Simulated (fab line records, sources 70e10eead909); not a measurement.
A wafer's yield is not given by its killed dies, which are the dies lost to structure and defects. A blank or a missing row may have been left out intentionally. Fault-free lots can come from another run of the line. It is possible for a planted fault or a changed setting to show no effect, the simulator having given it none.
Matching of chambers -- flow nandHarc -- 4 sister chambers for NHARC_P_ZERO_WELL_DESCUM_39 on rieDiel-03
The step chemistry O2, time 3 s. 8 wafers are shown with their chamber, then 10 later ones without.

WAFERS PAIRED WITH THEIR CHAMBERS
wafer,chamber,oesProductAu (a.u.),rfVppV (V)
L083.6,1,1.000,57.6
L086.2,3,0.995,57.1
L086.3,0,1.009,57.4
L086.5,0,1.010,58.7
L089.2,1,1.010,56.7
L089.3,3,0.992,57.6
L092.1,2,0.998,58.5
L092.5,2,0.990,57.9

WAFERS WITHOUT THEIR CHAMBER
wafer,oesProductAu (a.u.),rfVppV (V)
L092.6,1.001,58.8
L094.3,0.993,59.7
L094.4,1.007,56.5
L094.5,0.999,57.4
L095.1,1.002,58.4
L095.2,1.008,56.5
L095.5,0.991,58.2
L096.1,0.990,58.9
L096.2,0.989,58.6
L096.3,1.013,56.7

EACH ONE'S CHAMBER
wafer,from the rows above,in truth
L092.6,can't be placed: 2 or 0 or 1 or 3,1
L094.3,can't be placed: 2 or 3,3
L094.4,can't be placed: 1 or 0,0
L094.5,can't be placed: 3 or 1 or 2 or 0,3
L095.1,can't be placed: 0 or 2 or 1 or 3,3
L095.2,can't be placed: 1 or 0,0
L095.5,can't be placed: 2 or 3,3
L096.1,can't be placed: 2 or 3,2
L096.2,can't be placed: 2 or 3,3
L096.3,can't be placed: 1 or 0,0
0 of 10 placed correctly. These rows do not allow placing 10 (true chamber among the candidates in 10). Wrongly placed: 0.
How it was worked out, from the rows above alone: a wafer's distance from a chamber is the root of the sum, over the readings, of the square of ((its reading less the chamber's mean) divided by the reading's scatter). The wafer belongs to the nearest chamber; if the next one is less than 2 further off, it can't be placed. A chamber's mean is the mean of its shown wafers. The scatter: take each reading less its chamber's mean, square it, sum over the shown wafers, divide by the number of wafers less the number of chambers, and take the root.
